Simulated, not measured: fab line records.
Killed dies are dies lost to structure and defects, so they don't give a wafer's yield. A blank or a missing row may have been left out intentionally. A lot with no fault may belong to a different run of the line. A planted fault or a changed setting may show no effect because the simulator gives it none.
Chamber matching + flow n5Finfet + N5_MOL_CONTACT_COAG_ETCHBACK_132 on rieDiel-03 has 4 sister chambers
The step etches SiO2 in CHF3, target depth 10 nm, time 6.7 s. 8 wafers are shown with their chamber, then 8 later ones without.

WAFERS WITH THEIR CHAMBER
| wafer  | chamber | throttleValvePct (%) | drypumpMotorCurrentA (A) |
|--------|---------|----------------------|--------------------------|
| L075.4 | 2       | 19.05                | 5.8                      |
| L077.3 | 2       | 19.09                | 5.8                      |
| L084.6 | 0       | 18.74                | 5.2                      |
| L085.2 | 1       | 18.17                | 5.8                      |
| L085.5 | 1       | 18.17                | 5.9                      |
| L087.3 | 3       | 18.85                | 5.8                      |
| L087.4 | 3       | 18.85                | 5.8                      |
| L087.5 | 0       | 18.76                | 5.2                      |

WAFERS MISSING THEIR CHAMBER
| wafer  | throttleValvePct (%) | drypumpMotorCurrentA (A) |
|--------|----------------------|--------------------------|
| L090.2 | 18.76                | 5.2                      |
| L090.6 | 18.20                | 5.8                      |
| L091.1 | 18.78                | 5.2                      |
| L091.4 | 18.18                | 5.9                      |
| L091.5 | 18.79                | 5.2                      |
| L092.2 | 18.77                | 5.2                      |
| L092.4 | 18.88                | 5.8                      |
| L092.6 | 18.76                | 5.2                      |

WHICH CHAMBER EACH WENT THROUGH
| wafer  | from the rows above | in truth |
|--------|---------------------|----------|
| L090.2 | 0                   | 0        |
| L090.6 | 1                   | 1        |
| L091.1 | 0                   | 0        |
| L091.4 | 1                   | 1        |
| L091.5 | 0                   | 0        |
| L092.2 | 0                   | 0        |
| L092.4 | 3                   | 3        |
| L092.6 | 0                   | 0        |
Placed correctly: 8 of 8. Left unplaced by these rows: 0. Wrongly placed: 0.
How it was worked out, from the rows above alone: a wafer's distance from a chamber is the root of the sum, over the readings, of the square of ((its reading less the chamber's mean) divided by the reading's scatter). If the next closest chamber is less than 2 further off than the closest, the wafer can't be placed; otherwise it belongs to the closest. Each chamber's mean is taken over the wafers shown for it. The scatter is the square root of a quotient: the sum, over the shown wafers, of each reading's squared deviation from its chamber's mean, divided by wafers minus chambers.
